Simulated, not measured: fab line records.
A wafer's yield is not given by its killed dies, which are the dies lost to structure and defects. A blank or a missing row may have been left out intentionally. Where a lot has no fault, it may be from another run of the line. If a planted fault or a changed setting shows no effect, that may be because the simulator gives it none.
fab line records | flow n5_finfet
[record] lots = 11 | wafers = 33 | last_day = 17
route steps=1938 shown BEOL_M3@998 TV_OPEN@1889 PASSIVATION@1910
lots with no fault: from the same line, run without faults
start_h: hours from the record's first day to the start of the lot's first wafer shown | wait_h: how many hours have passed since the lot's step before this one | " repeats the value in the row above | L1.1+2: several wafers, shown together as one row | - either no value or no given start | * or withheld: withheld | < > ~ a bound
route shown NAME@n: a module of which the file shows steps, and the number in the route of the first | usual: mean/standard deviation of fault-free wafers | same: alike in all rows | chamber/n: place in a boat | sites: readings site by site | _std_site: how widely they spread, as a standard deviation | _edge_site: inner sites' mean taken away from outer sites' mean | radius_mm: for every site, how far away it sits from the centre of the wafer | mask NAME#n: copy n | behind: the last tool/chamber to shape the wafer | hold: the reason the lot was held/the length of the hold in hours/how it ended | device: names the non-switching transistor (n, p or np) | end of line: tests run on the same wafers once the route is complete | step lacking rows: just its recipe | killed: dies lost to structure and defects at the first sort, not the wafer's yield | map: shows each die of a wafer: x if killed, . if not, _ if none is there
set.NAME: the setting the step ran with; set.NAME@STEP: the setting that earlier step ran with | model.NAME: the simulator's own value behind a step, which no gauge read
one table for each step of the route and one row for each wafer, over a sample of lots
services: when a tool's chamber went out of use (start_h, in hours from the record's first day, below 0 if earlier), for how many hours, and the reason
[[steps]]
[step N5_BEOL_M3_SPUTTER_81]
[recipe] material = Cu | target_thk_a = 45 | temp_c = -20 | chamber_pressure_pa = 0.07 | power_w = withheld | time_s = 8.29
[usual] chuck_sensor_temp_C = -16.0/0.62 | substrate_temp_c = -20.01/0.11 | throttle_valve_pct = 30.0/1.1
lot.wafer | tool           | chamber | start_h | wait_h | chuck_sensor_temp_C | substrate_temp_c | throttle_valve_pct
L370.1    | pvd_sputter-03 | -       | 150.79  | 0.1    | -16.4               | -19.98           | 29.7
L370.3    | "              | -       | "       | "      | -16.9               | -19.91           | 31.5
L370.5    | "              | -       | "       | "      | -17.0               | -20.03           | 31.6
L372.1    | pvd_sputter-01 | -       | 164.24  | 0.1    | -15.4               | -20.16           | 31.6
L372.2    | "              | -       | "       | "      | -16.5               | -20.12           | 29.9
L372.3    | "              | -       | "       | "      | -16.4               | -19.95           | 30.0
L374.1    | pvd_sputter-03 | -       | 181.24  | 0.1    | -16.9               | -20.00           | 29.7
L374.5    | "              | -       | "       | "      | -16.9               | -20.02           | 31.9
L374.6    | "              | -       | "       | "      | -16.1               | -19.90           | 29.5
L383.1    | pvd_sputter-02 | -       | 228.64  | 0.1    | -15.7               | -20.00           | 29.0
L383.3    | "              | -       | "       | "      | -15.6               | -19.89           | 30.9
L383.5    | "              | -       | "       | "      | -15.6               | -19.97           | 29.0
L382.1    | pvd_sputter-01 | -       | 229.06  | 0.1    | -15.6               | -19.95           | 31.9
L382.4    | "              | -       | "       | "      | -16.6               | -19.94           | 30.1
L382.5    | "              | -       | "       | "      | -14.8               | -20.07           | 28.0
L386.1    | pvd_sputter-03 | -       | 242.70  | 0.1    | -16.9               | -19.86           | 29.9
L386.4    | "              | -       | "       | "      | -16.1               | -20.20           | 29.6
L386.6    | "              | -       | "       | "      | -16.3               | -19.83           | 29.6
L387.4    | pvd_sputter-02 | -       | 256.01  | 0.1    | -15.5               | -19.92           | 29.0
L387.5    | "              | -       | "       | "      | -15.5               | -19.71           | 29.0
L387.6    | "              | -       | "       | "      | -16.1               | -20.16           | 30.6
L388.1    | pvd_sputter-02 | -       | 268.97  | 0.1    | -15.5               | -19.97           | 31.0
L388.2    | "              | -       | "       | "      | -15.8               | -20.17           | 28.8
L388.4    | "              | -       | "       | "      | -15.7               | -19.90           | 28.7
L389.1    | pvd_sputter-03 | -       | 271.64  | 0.1    | -17.0               | -20.08           | 29.9
L389.4    | "              | -       | "       | "      | -16.2               | -20.09           | 29.8
L389.5    | "              | -       | "       | "      | -16.2               | -20.11           | 29.4
L390.4    | pvd_sputter-02 | -       | 271.89  | 0.1    | -15.5               | -20.11           | 30.7
L390.5    | "              | -       | "       | "      | -16.1               | -19.98           | 30.8
L390.6    | "              | -       | "       | "      | -15.4               | -20.06           | 28.9
L392.1    | pvd_sputter-02 | -       | 281.20  | 0.1    | -15.7               | -19.99           | 28.9
L392.5    | "              | -       | "       | "      | -16.2               | -19.99           | 30.6
L392.6    | "              | -       | "       | "      | -15.5               | -19.91           | 28.8
[step N5_PASSIVATION_STRIP_14]
[recipe] chemistry = O2 | power_w = 600 | temp_c = 60 | pressure_mtorr = 30 | rf_frequency_hz = 6e+07 | bias_power_w = 0 | overash_fraction = 0.5 | o2_flow_sccm = 225
[usual] drypump_motor_current_A = 5.9/0.35 | o2_flow_sccm = 224.9/0.73 | oes_product_au = 0.80/0.084 | rf_vpp_V = 3.7/0.86 | showerhead_plenum_p_Torr = 2.12/0.079 | throttle_valve_pct = 16.64/0.2
lot.wafer | tool        | chamber | start_h | wait_h | drypump_motor_current_A | o2_flow_sccm | oes_product_au | rf_hours_counter_h | rf_vpp_V | showerhead_plenum_p_Torr | throttle_valve_pct
L370.1    | rie_diel-02 | 3       | 267.83  | 0.1    | 5.5                     | 225.3        | 0.90           | 17                 | 3.6      | 2.15                     | 16.57
L370.3    | "           | 2       | "       | "      | 5.9                     | 226.3        | 0.81           | 101                | 3.1      | 2.04                     | 16.53
L370.5    | "           | 2       | "       | "      | 5.9                     | 224.9        | 0.80           | -                  | 3.9      | 2.04                     | 16.52
L372.1    | rie_diel-01 | 2       | 270.65  | 0.1    | 5.6                     | 223.8        | 0.71           | 214                | 4.9      | 2.16                     | 16.79
L372.2    | "           | 3       | "       | "      | 6.2                     | 225.2        | 0.78           | 84                 | 2.3      | 2.20                     | 16.56
L372.3    | "           | 1       | "       | "      | 6.0                     | 225.4        | 0.96           | 10                 | 5.4      | 2.05                     | 16.88
L374.1    | rie_diel-02 | 2       | 281.73  | 0.2    | 5.9                     | 224.2        | 0.81           | 108                | 5.6      | 2.03                     | 16.56
L374.5    | "           | 3       | "       | "      | 5.6                     | 225.1        | 0.90           | -                  | 4.7      | 2.15                     | 16.61
L374.6    | "           | 2       | "       | "      | 5.9                     | 224.1        | 0.79           | -                  | 3.2      | 2.03                     | 16.54
L382.1    | rie_diel-06 | 1       | 337.81  | 0.1    | 6.0                     | 224.9        | 0.67           | 201                | 3.7      | 2.19                     | 16.89
L382.4    | "           | 0       | "       | "      | 5.6                     | 224.6        | 0.73           | -                  | 3.7      | 2.08                     | 16.85
L382.5    | "           | 1       | "       | "      | 6.0                     | 224.8        | 0.69           | -                  | 2.9      | 2.19                     | 16.92
L383.1    | rie_diel-01 | 0       | 341.42  | 0.1    | 5.1                     | 224.9        | 0.83           | 85                 | 4.0      | 2.01                     | 16.61
L383.3    | "           | 2       | "       | "      | 5.6                     | 224.8        | 0.72           | 235                | 3.0      | 2.15                     | 16.75
L383.5    | "           | 0       | "       | "      | 5.1                     | 224.0        | 0.82           | -                  | 3.7      | 2.01                     | 16.61
L386.1    | rie_diel-02 | 2       | 345.99  | 0.1    | 5.9                     | 225.8        | 0.77           | 127                | 3.5      | 2.03                     | 16.58
L386.4    | "           | 1       | "       | "      | 6.4                     | 225.9        | 0.86           | 68                 | 4.5      | 2.02                     | 16.39
L386.6    | "           | 3       | "       | "      | 5.6                     | 224.0        | 0.86           | -                  | 5.6      | 2.14                     | 16.63
L387.4    | rie_diel-01 | 0       | 369.90  | 0.1    | 5.1                     | 225.8        | 0.80           | 93                 | 3.2      | 2.01                     | 16.59
L387.5    | "           | 1       | "       | "      | 5.9                     | 225.1        | 0.89           | -                  | 4.8      | 2.04                     | 16.92
L387.6    | "           | 0       | "       | "      | 5.1                     | 224.8        | 0.81           | -                  | 3.5      | 2.01                     | 16.60
L388.1    | rie_diel-02 | 1       | 375.71  | 0.1    | 6.4                     | 225.7        | 0.86           | 77                 | 4.5      | 2.02                     | 16.42
L388.2    | "           | 2       | "       | "      | 5.9                     | 226.4        | 0.75           | 137                | 3.1      | 2.02                     | 16.56
L388.4    | "           | 0       | "       | "      | 5.6                     | 225.1        | 0.92           | 26                 | 4.9      | 2.23                     | 16.26
L389.1    | rie_diel-02 | 3       | 379.72  | 0.1    | 5.5                     | 225.6        | 0.84           | 56                 | 4.1      | 2.14                     | 16.64
L389.4    | "           | 2       | "       | "      | 5.9                     | 225.8        | 0.76           | 139                | 2.8      | 2.02                     | 16.58
L389.5    | "           | 1       | "       | "      | 6.4                     | 224.0        | 0.84           | -                  | 3.6      | 2.02                     | 16.43
L390.4    | rie_diel-01 | 2       | 386.01  | 0.0    | 5.7                     | 225.5        | 0.69           | -                  | 2.7      | 2.15                     | 16.79
L390.5    | "           | 1       | "       | "      | 5.9                     | 225.6        | 0.88           | -                  | 3.1      | 2.04                     | 16.91
L390.6    | "           | 3       | "       | "      | 6.2                     | 223.5        | 0.75           | -                  | 4.0      | 2.19                     | 16.61
L392.1    | rie_diel-02 | 2       | 392.22  | 0.1    | 5.9                     | 225.7        | 0.76           | 143                | 1.8      | 2.02                     | 16.61
L392.5    | "           | 1       | "       | "      | 6.4                     | 224.2        | 0.85           | -                  | 3.9      | 2.02                     | 16.43
L392.6    | "           | 2       | "       | "      | 5.9                     | 224.6        | 0.74           | -                  | 2.6      | 2.02                     | 16.60
[step N5_PASSIVATION_ETCH_59]
[recipe] chemistry = Cl2/BCl3 | target = TaN | target_depth_a = 650 | time_s = 34.9 | ion_energy_ev = 100 | pressure_mtorr = 10 | icp_w = 900 | bias_w = 100 | Cl2_flow_sccm = 60 | bcl3_flow_sccm = 30
[usual] drypump_motor_current_A = 5.7/0.63 | oes_product_au = 0.81/0.11 | throttle_valve_pct = 21.24/0.11
lot.wafer | tool         | chamber | start_h | wait_h | drypump_motor_current_A | oes_product_au | rf_hours_counter_h | throttle_valve_pct
L370.1    | rie_metal-02 | 0       | 269.69  | 0.3    | 5.3                     | 0.65           | 100                | 21.45
L370.3    | "            | 1       | "       | "      | 6.4                     | 0.68           | -                  | 21.25
L370.5    | "            | 0       | "       | "      | 5.3                     | 0.65           | -                  | 21.42
L372.1    | rie_metal-03 | 0       | 272.58  | 0.7    | 6.4                     | 0.88           | 15                 | 21.31
L372.2    | "            | 0       | "       | "      | 6.4                     | 0.89           | -                  | 21.30
L372.3    | "            | 0       | "       | "      | 6.4                     | 0.88           | -                  | 21.30
L374.1    | rie_metal-02 | 1       | 283.83  | 0.3    | 6.4                     | 0.67           | 98                 | 21.25
L374.5    | "            | 0       | "       | "      | 5.4                     | 0.65           | -                  | 21.44
L374.6    | "            | 1       | "       | "      | 6.4                     | 0.67           | -                  | 21.26
L382.1    | rie_metal-01 | 0       | 339.89  | 0.7    | 5.0                     | 0.83           | 27                 | 21.17
L382.4    | "            | 0       | "       | "      | 5.0                     | 0.82           | -                  | 21.19
L382.5    | "            | 0       | "       | "      | 5.0                     | 0.82           | -                  | 21.20
L383.1    | rie_metal-02 | 1       | 343.67  | 0.7    | 6.3                     | 0.66           | 104                | 21.25
L383.3    | "            | 1       | "       | "      | 6.4                     | 0.66           | -                  | 21.28
L383.5    | "            | 1       | "       | "      | 6.4                     | 0.66           | -                  | 21.25
L386.1    | rie_metal-03 | 1       | 347.80  | 0.3    | 4.8                     | 0.77           | 55                 | 21.27
L386.4    | "            | 0       | "       | "      | 6.5                     | 0.85           | -                  | 21.31
L386.6    | "            | 1       | "       | "      | 4.8                     | 0.76           | -                  | 21.28
L387.4    | rie_metal-02 | 0       | 372.18  | 0.4    | 5.4                     | 0.97           | -                  | 21.16
L387.5    | "            | 0       | "       | "      | 5.3                     | 0.98           | -                  | 21.14
L387.6    | "            | 0       | "       | "      | 5.3                     | 0.98           | -                  | 21.13
L388.1    | rie_metal-02 | 0       | 378.38  | 0.7    | 5.4                     | 0.96           | 2                  | 21.15
L388.2    | "            | 0       | "       | "      | 5.4                     | 0.95           | -                  | 21.14
L388.4    | "            | 0       | "       | "      | 5.4                     | 0.96           | -                  | 21.16
L389.1    | rie_metal-02 | 0       | 383.25  | 0.7    | 5.4                     | 0.96           | 4                  | 21.14
L389.4    | "            | 0       | "       | "      | 5.4                     | 0.94           | -                  | 21.16
L389.5    | "            | 0       | "       | "      | 5.3                     | 0.95           | -                  | 21.14
L390.4    | rie_metal-01 | 0       | 387.99  | 0.2    | 5.0                     | 0.80           | -                  | 21.19
L390.5    | "            | 1       | "       | "      | 5.9                     | 0.94           | -                  | 20.86
L390.6    | "            | 0       | "       | "      | 5.0                     | 0.80           | -                  | 21.21
L392.1    | rie_metal-01 | 1       | 394.02  | 0.3    | 5.9                     | 0.93           | 5                  | 20.89
L392.5    | "            | 0       | "       | "      | 5.0                     | 0.81           | -                  | 21.20
L392.6    | "            | 1       | "       | "      | 5.9                     | 0.92           | -                  | 20.88
[step N5_PASSIVATION_CD_MEAS_44]
[recipe] target_cd_nm = 40000 | landing_energy_ev = 500 | detector = se_inlens
[usual] cd_nm = 40002/4.6
lot.wafer | tool      | chamber | start_h | wait_h | cd_nm
L370.1    | cd_sem-02 | 0       | 270.97  | -      | 39996
L370.3    | "         | 0       | "       | "      | 40000
L370.5    | "         | 0       | "       | "      | 40001
L372.1    | cd_sem-01 | 0       | 274.37  | -      | 39993
L372.2    | "         | 0       | "       | "      | 39998
L372.3    | "         | 0       | "       | "      | 39994
L374.1    | cd_sem-01 | 0       | 285.09  | -      | 40000
L374.5    | "         | 0       | "       | "      | 40001
L374.6    | "         | 0       | "       | "      | 39997
L382.1    | cd_sem-02 | 0       | 341.29  | -      | 40006
L382.4    | "         | 0       | "       | "      | 39997
L382.5    | "         | 0       | "       | "      | 39999
L383.1    | cd_sem-02 | 0       | 345.10  | -      | 39996
L383.3    | "         | 0       | "       | "      | 40002
L383.5    | "         | 0       | "       | "      | 39996
L386.1    | cd_sem-03 | 0       | 348.96  | -      | 39998
L386.4    | "         | 0       | "       | "      | 40002
L386.6    | "         | 0       | "       | "      | 40003
L387.4    | cd_sem-02 | 0       | 373.53  | -      | 40008
L387.5    | "         | 0       | "       | "      | 40006
L387.6    | "         | 0       | "       | "      | 40009
L388.1    | cd_sem-02 | 0       | 379.75  | -      | 40007
L388.2    | "         | 0       | "       | "      | 40011
L388.4    | "         | 0       | "       | "      | 40006
L389.1    | cd_sem-01 | 0       | 384.68  | -      | 40009
L389.4    | "         | 0       | "       | "      | 40007
L389.5    | "         | 0       | "       | "      | 40008
L390.4    | cd_sem-02 | 0       | 389.12  | -      | 39999
L390.5    | "         | 0       | "       | "      | 40007
L390.6    | "         | 0       | "       | "      | 39996
L392.1    | cd_sem-01 | 0       | 395.19  | -      | 40004
L392.5    | "         | 0       | "       | "      | 40008
L392.6    | "         | 0       | "       | "      | 40004
[step N5_PASSIVATION_PROBE_49]
[usual] defect_limited_yield = 91.4/1.6 | killed_at_M0_to_M3 = 34/10 | killed_at_M4_up = 12/4.8 | killed_at_contacts = 11/6.2 | killed_at_front_end = 39/13 | killed_at_other = 4/3.1 | killed_dies = 101/19 | killed_open = 67/14 | killed_short = 32/8.3 | sort_bin_5_function = 5.0/1 | sort_bin_6_memory = 3.2/0.76 | sort_bin_8_speed = 0.00/0.026 | sort_n_pass = 1079/19 | sort_yield_pct = 91.4/1.6
[same] gross_dies = 1180 | killed_at_back_side = 0 | sort_bin_4_leakage[%] = 0
lot.wafer | tool      | chamber | start_h | wait_h | defect_limited_yield[%] | killed_at_M0_to_M3 | killed_at_M4_up | killed_at_contacts | killed_at_front_end | killed_at_other | killed_dies | killed_open | killed_short | sort_bin_5_function[%] | sort_bin_6_memory[%] | sort_bin_8_speed[%] | sort_n_pass | sort_yield_pct[%]
L382.1    | prober-02 | -       | 344.42  | 0.0    | 85.7                    | 123                | 10              | 2                  | 32                  | 2               | 169         | 45          | 20           | 9.7                    | 2.9                  | 0                   | 1011        | 85.7
L382.4    | prober-02 | -       | 344.57  | 0.2    | 91.7                    | 33                 | 10              | 2                  | 47                  | 6               | 98          | 56          | 40           | 4.9                    | 3.1                  | 0                   | 1082        | 91.7
L382.5    | prober-02 | -       | 344.62  | 0.2    | 91.4                    | 21                 | 21              | 6                  | 51                  | 3               | 102         | 55          | 34           | 4.9                    | 2.9                  | 0                   | 1078        | 91.4
L387.4    | prober-02 | -       | 376.87  | 0.2    | 90.4                    | 48                 | 5               | 18                 | 39                  | 3               | 113         | 75          | 36           | 5.8                    | 3.5                  | 0                   | 1067        | 90.4
L387.5    | prober-02 | -       | 376.92  | 0.2    | 90.7                    | 45                 | 17              | 14                 | 26                  | 8               | 110         | 80          | 28           | 5.6                    | 3.4                  | 0                   | 1070        | 90.7
L387.6    | prober-02 | -       | 376.97  | 0.3    | 89.7                    | 50                 | 6               | 20                 | 40                  | 5               | 121         | 80          | 41           | 6.3                    | 3.5                  | 0                   | 1059        | 89.7
L388.1    | prober-02 | -       | 383.11  | 0.0    | 91.4                    | 21                 | 28              | 10                 | 39                  | 3               | 101         | 65          | 35           | 4.9                    | 3.3                  | 0                   | 1079        | 91.4
L388.2    | prober-02 | -       | 383.16  | 0.1    | 91.4                    | 32                 | 14              | 6                  | 48                  | 1               | 101         | 64          | 37           | 6.0                    | 2.3                  | 0                   | 1079        | 91.4
L388.4    | prober-02 | -       | 383.26  | 0.2    | 89.3                    | 34                 | 18              | 14                 | 45                  | 15              | 126         | 83          | 42           | 6.1                    | 4.2                  | 0                   | 1054        | 89.3
L390.4    | prober-02 | -       | 392.51  | 0.2    | 89.0                    | 29                 | 18              | 21                 | 59                  | 3               | 130         | 84          | 46           | 5.7                    | 4.9                  | 0                   | 1050        | 89.0
L390.5    | prober-02 | -       | 392.56  | 0.2    | 93.5                    | 17                 | 14              | 7                  | 38                  | 1               | 77          | 52          | 23           | 4.1                    | 2.4                  | 0                   | 1103        | 93.5
L390.6    | prober-02 | -       | 392.61  | 0.3    | 92.5                    | 18                 | 9               | 19                 | 39                  | 3               | 88          | 50          | 37           | 4.2                    | 2.8                  | 0                   | 1092        | 92.5
// killed by level:class
L382.1 BEOL_M3:unspecified=102 FIN_SAQP:geometric_particle:open=10 BEOL_M0_SAQP:geometric_particle:open=10 STI_FIN_REVEAL:geometric_particle:open=5 BEOL_M0_SAQP:geometric_particle:short=5 FIN_SAQP:geometric_particle:short=4 GATE_CUT:geometric_particle:short=4 BEOL_M4:geometric_particle:open=4
L382.4 BEOL_M0_SAQP:geometric_particle:short=12 FIN_SAQP:geometric_particle:open=9 FIN_SAQP:geometric_particle:short=9 BEOL_M0_SAQP:geometric_particle:open=9 STI_FIN_REVEAL:geometric_particle:open=7 GATE_CUT:geometric_particle:short=7 BEOL_M2:geometric_particle:open=6 DUMMY_GATE:geometric_particle:open=4
L382.5 FIN_SAQP:geometric_particle:short=14 HKMG_FIN:area_etch=9 FIN_SAQP:geometric_particle:open=8 BEOL_M4:geometric_particle:open=7 STARTING-WAFER:geometric_particle:short=6 BEOL_M0:geometric_particle:open=6 BEOL_M7:geometric_particle:open=6 MOL_CONTACT_COAG:geometric_particle:open=5
L387.4 MOL_CONTACT_COAG:geometric_particle:open=12 BEOL_M2:geometric_particle:open=12 STI_FIN_REVEAL:geometric_particle:open=9 BEOL_M3:geometric_particle:open=9 BEOL_M1:geometric_particle:short=7 GATE_CUT:geometric_particle:open=6 BEOL_M0_SAQP:geometric_particle:open=6 FIN_SAQP:geometric_particle:open=5
L387.5 MOL_CONTACT_COAG:geometric_particle:open=14 BEOL_M3:geometric_particle:open=11 BEOL_M0_SAQP:geometric_particle:open=10 STI_FIN_REVEAL:geometric_particle:open=7 BEOL_M1:geometric_particle:short=6 BEOL_M1:geometric_particle:open=5 PASS1_CAP:geometric_particle:short=5 FIN_SAQP:geometric_particle:open=4
L387.6 MOL_CONTACT_COAG:geometric_particle:open=16 FIN_SAQP:geometric_particle:open=14 BEOL_M3:geometric_particle:open=13 BEOL_M0_SAQP:geometric_particle:open=11 BEOL_M0_SAQP:geometric_particle:short=8 FIN_SAQP:geometric_particle:short=6 BEOL_M2:geometric_particle:open=6 MOL_CONTACT_COAG:geometric_particle:short=4
L388.1 BEOL_M4:geometric_particle:open=11 STI_FIN_REVEAL:geometric_particle:open=7 MOL_CONTACT_COAG:geometric_particle:open=7 FIN_SAQP:geometric_particle:short=6 FIN_SAQP:geometric_particle:open=5 BEOL_M5:geometric_particle:open=5 BEOL_M0_SAQP:geometric_particle:open=5 BEOL_M0_SAQP:geometric_particle:short=5
L388.2 FIN_SAQP:geometric_particle:open=13 STI_FIN_REVEAL:geometric_particle:open=13 BEOL_M4:geometric_particle:open=8 BEOL_M3:geometric_particle:open=6 BEOL_M2:geometric_particle:short=6 MOL_CONTACT_COAG:geometric_particle:open=5 BEOL_M1:geometric_particle:open=5 STI_FIN_REVEAL:geometric_particle:short=4
L388.4 STI_FIN_REVEAL:geometric_particle:open=11 BEOL_M3:geometric_particle:open=10 MOL_CONTACT_COAG:geometric_particle:open=10 BEOL_M4:geometric_particle:open=10 BEOL_M1:geometric_particle:open=9 FIN_SAQP:geometric_particle:open=8 BEOL_M0_SAQP:geometric_particle:short=6 STARTING-WAFER:geometric_particle:short=6
L390.4 MOL_CONTACT_COAG:geometric_particle:open=18 STI_FIN_REVEAL:geometric_particle:open=15 FIN_SAQP:geometric_particle:short=14 FIN_SAQP:geometric_particle:open=9 BEOL_M4:geometric_particle:open=9 BEOL_M2:geometric_particle:open=8 BEOL_M0_SAQP:geometric_particle:short=7 DUMMY_GATE:geometric_particle:open=6
L390.5 FIN_SAQP:geometric_particle:short=8 BEOL_M4:geometric_particle:open=7 FIN_SAQP:geometric_particle:open=6 MOL_CONTACT_COAG:geometric_particle:open=6 STI_FIN_REVEAL:geometric_particle:open=5 DUMMY_GATE:geometric_particle:open=5 GATE_CUT:geometric_particle:short=4 BEOL_M0_SAQP:geometric_particle:open=4
L390.6 MOL_CONTACT_COAG:geometric_particle:open=17 FIN_SAQP:geometric_particle:short=9 BEOL_M0_SAQP:geometric_particle:short=7 GATE_CUT:geometric_particle:short=6 BEOL_M1:geometric_particle:open=6 FIN_SAQP:geometric_particle:open=5 STI_FIN_REVEAL:geometric_particle:open=5 DUMMY_GATE:geometric_particle:open=4
[[services]]
tool           | chamber | start_h | hours | kind
rie_diel-01    | 3       | 135.36  | 4.7   | repair
rie_diel-01    | 0       | 137.90  | 2.9   | repair
pvd_sputter-03 | -       | 143.41  | 1.6   | repair
rie_metal-02   | -       | 146.83  | 42.5  | repair
rie_metal-03   | -       | 152.69  | 1.4   | pm
rie_diel-02    | 1       | 157.42  | 4.3   | repair
rie_diel-01    | 1       | 186.73  | 2.2   | repair
rie_diel-02    | 3       | 191.24  | -     | clean
rie_diel-02    | 3       | 191.24  | -     | consumable_replace:focus_ring
rie_diel-02    | 3       | 191.24  | 21.9  | scheduled_down
rie_diel-02    | 3       | 191.24  | 21.9  | vent_cycle
rie_diel-01    | 3       | 210.45  | 5.0   | repair
rie_diel-06    | 0       | 241.54  | 35.5  | repair
rie_metal-01   | -       | 253.82  | 14.6  | pm
rie_metal-01   | -       | 268.42  | 2.8   | pm
rie_diel-02    | 1       | 275.33  | 12.3  | repair
rie_metal-02   | -       | 282.64  | 0.4   | repair
rie_diel-01    | -       | 291.01  | 0.8   | repair
rie_diel-06    | 0       | 310.84  | 9.6   | repair
rie_diel-02    | 0       | 348.61  | 5.8   | repair
pvd_sputter-01 | -       | 363.54  | 2.5   | repair
rie_diel-01    | 0       | 375.74  | 13.6  | repair
rie_diel-01    | 2       | 388.29  | 8.3   | repair
rie_diel-02    | 3       | 389.99  | 6.1   | repair
[[key]]
[first_sign] step = N5_PASSIVATION_PROBE_49 | reading = killed_at_M0_to_M3 | direction = up | sigmas = 8.8 | usual = 34 | struck = 123
[effect] step = N5_PASSIVATION_PROBE_49 | reading = killed_dies | direction = up | sigmas = 3.6 | usual = 101 | struck = 169
[more_kills_born_at] N5_BEOL_M3_SPUTTER_81@pvd_sputter-01 = 102
met_at N5_BEOL_M3_SPUTTER_81
struck_lots L382
struck_wafers L382.1
not_acting_at N5_PASSIVATION_STRIP_14,N5_PASSIVATION_ETCH_59,N5_PASSIVATION_CD_MEAS_44
onset_between 164.24 229.06
[fault] kind = chamber_particle_source | tool = pvd_sputter-01 | chamber = - | onset_h = 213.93 | steps = N5_BEOL_M3_SPUTTER_81 | rate_per_visit_cm2 = 0.60897 | end_h = 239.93 | scope = struck_wafers_only
